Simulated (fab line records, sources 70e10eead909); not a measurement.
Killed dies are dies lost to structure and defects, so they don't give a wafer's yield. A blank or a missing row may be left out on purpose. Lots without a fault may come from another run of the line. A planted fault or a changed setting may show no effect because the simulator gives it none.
A struck lot beside a sound one | flow nand_harc | 38 steps out of a route of 1302
Sound: wafers L660.2, L660.4, L660.6. Struck: wafers L671.3, L671.4, L671.5. The cause comes at the end.
At each step with rows: each side's tool, then ch and its chambers, then its first start. Under that, the readings that differ: sound wafers | struck wafers | difference of the means | sigmas: that difference in standard deviations of wafers without a fault.
alike: readings whose means differ by less than 2 such deviations, and words and numbers that are the same on both sides. not compared: withheld readings, readings that some wafer has no value for, bounds like >300 that may hide the same value, and numbers for which the record gives no deviation and whose values overlap.
The two part at a step that has a row with sigmas, a row that says differs or no value, or rows on one side only. Numbers that don't overlap but have no deviation are shown without sigmas and don't part them. A reading that every wafer of one side lacks parts them only if that side has two wafers or more.

NHARC_A_ZERO_WELL_INSPECT_17:
  sound on defect_inspect-02, day 6 15:32; struck on defect_inspect-01, day 11 08:39
  alike: raw_defect_count
then, 3 steps without rows for these wafers: NHARC_A_SOURCE_PLATE_PRECLEAN_00 (cleans in HF-LAST, time 60 s); NHARC_A_SOURCE_PLATE_SRD_01; NHARC_A_SOURCE_PLATE_OXIDE_02 (material SiO2, target thk 10 nm, ox time 1362 s).
NHARC_A_SOURCE_PLATE_THK_MEAS_09: measures by ellipsometry.
  sound on film_metro-02, day 6 23:21; struck on film_metro-02, day 11 15:48
  alike: thk_nm
then, 3 steps without rows for these wafers: NHARC_A_SOURCE_PLATE_PVD_04 (deposits WSi2, target thk 50 nm); NHARC_A_SOURCE_PLATE_CVD_03 (deposits poly-Si, target thk 200 nm, time 4000 s); NHARC_A_SOURCE_PLATE_ANNEAL_05 (time 1800 s).
NHARC_A_SOURCE_PLATE_THK_MEAS_06: measures by ellipsometry.
  sound on film_metro-02, day 7 12:20; struck on film_metro-02, day 12 04:19
  alike: thk_nm
NHARC_A_SOURCE_PLATE_INSPECT_08:
  sound on defect_inspect-01, day 7 12:25; struck on defect_inspect-02, day 12 04:24
  alike: raw_defect_count
NHARC_A_ONON_D1_DEP_00: target thk 1000 nm.
  sound on pecvd_onon-02 ch 0, day 7 12:34; struck on pecvd_onon-04 ch 0, day 12 04:35
  alike: nh3_flow_sccm
NHARC_A_ONON_D1_THK_MEAS_02: measures by ellipsometry.
  sound on film_metro-01, day 7 13:01; struck on film_metro-02, day 12 04:59
  alike: thk_nm
then, 1 step without rows for these wafers: NHARC_A_ONON_D1_DEP_03 (target thk 1000 nm).
NHARC_A_ONON_D1_THK_MEAS_05: measures by ellipsometry.
  sound on film_metro-01, day 7 13:34; struck on film_metro-01, day 12 05:33
  alike: thk_nm
then, 1 step without rows for these wafers: NHARC_A_ONON_D1_DEP_06 (target thk 1000 nm).
NHARC_A_ONON_D1_THK_MEAS_08: measures by ellipsometry.
  sound on film_metro-02, day 7 14:08; struck on film_metro-02, day 12 06:07
  reading     | sound          | struck      | difference | sigmas
  thk_nm (nm) | 1011 1011 1011 | 979 979 980 | -32        | -3
then, 1 step without rows for these wafers: NHARC_A_ONON_D1_DEP_09 (target thk 1000 nm).
NHARC_A_ONON_D1_THK_MEAS_11: measures by ellipsometry.
  sound on film_metro-02, day 7 14:43; struck on film_metro-01, day 12 06:40
  alike: thk_nm
then, 1 step without rows for these wafers: NHARC_A_ONON_D1_DEP_12 (target thk 1000 nm).
NHARC_A_ONON_D1_THK_MEAS_14: measures by ellipsometry.
  sound on film_metro-02, day 7 15:17; struck on film_metro-01, day 12 07:14
  alike: thk_nm
then, 2 steps without rows for these wafers: NHARC_A_ONON_D1_ANNEAL_15 (time 3600 s); NHARC_A_ONON_D1_DEP_16 (target thk 1000 nm).
NHARC_A_ONON_D1_THK_MEAS_18: measures by ellipsometry.
  sound on film_metro-02, day 7 23:04; struck on film_metro-01, day 12 15:02
  alike: thk_nm
then, 1 step without rows for these wafers: NHARC_A_ONON_D1_DEP_19 (target thk 1000 nm).
NHARC_A_ONON_D1_THK_MEAS_21: measures by ellipsometry.
  sound on film_metro-02, day 7 23:38; struck on film_metro-02, day 12 15:36
  alike: thk_nm
then, 1 step without rows for these wafers: NHARC_A_ONON_D1_DEP_22 (target thk 1000 nm).
NHARC_A_ONON_D1_THK_MEAS_24: measures by ellipsometry.
  sound on film_metro-01, day 8 00:12; struck on film_metro-02, day 12 16:10
  alike: thk_nm
then, 1 step without rows for these wafers: NHARC_A_ONON_D1_DEP_25 (target thk 1000 nm).
NHARC_A_ONON_D1_THK_MEAS_27: measures by ellipsometry.
  sound on film_metro-02, day 8 00:46; struck on film_metro-02, day 12 16:44
  reading     | sound       | struck         | difference | sigmas
  thk_nm (nm) | 987 988 987 | 1012 1011 1008 | +23        | +3
then, 1 step without rows for these wafers: NHARC_A_ONON_D1_DEP_28 (target thk 1000 nm).
NHARC_A_ONON_D1_THK_MEAS_30: measures by ellipsometry.
  sound on film_metro-01, day 8 01:21; struck on film_metro-01, day 12 17:19
  alike: thk_nm
NHARC_A_ONON_D1_DEP_33: deposits SiO2, target thk 200 nm.
  sound on pecvd-01 ch 1, day 8 01:25; struck on pecvd-01 ch 0,2, day 12 17:28
  alike: heater_power_w, throttle_valve_pct
NHARC_A_ONON_D1_THK_MEAS_34: measures by ellipsometry.
  sound on film_metro-01, day 8 01:58; struck on film_metro-01, day 12 17:47
  alike: thk_nm
NHARC_A_CHANNEL_HOLE_D1_DEP_00: deposits aC, target thk 3100 nm.
  sound on acl_dep-03 ch 0, day 8 02:26; struck on acl_dep-03 ch 0, day 12 19:08
  alike: throttle_valve_pct
NHARC_A_CHANNEL_HOLE_D1_DEP_01: deposits SiON, target thk 140 nm.
  sound on pecvd-02 ch 0,1,2, day 8 04:05; struck on pecvd-02 ch 1,2, day 12 20:29
  alike: heater_power_w
then, 2 steps without rows for these wafers: NHARC_A_CHANNEL_HOLE_D1_DEHYDRATE_02 (time 120 s); NHARC_A_CHANNEL_HOLE_D1_HMDS_03 (time 30 s).
-- the record jumps here: 16 days lie between the struck wafers' starts before and after (it left off in module A_CHANNEL_HOLE_D1 and takes up again in module END, whose first step shown is number 1302 of the route) --
NHARC_END_SORT_01:
  the record has rows for the struck wafers here (prober-01 ch 0, day 28 23:12) and none for the sound ones

WHERE THEY PART
First at NHARC_A_ONON_D1_THK_MEAS_08; last, within this record, at NHARC_END_SORT_01.

WHY: what the simulator had put in
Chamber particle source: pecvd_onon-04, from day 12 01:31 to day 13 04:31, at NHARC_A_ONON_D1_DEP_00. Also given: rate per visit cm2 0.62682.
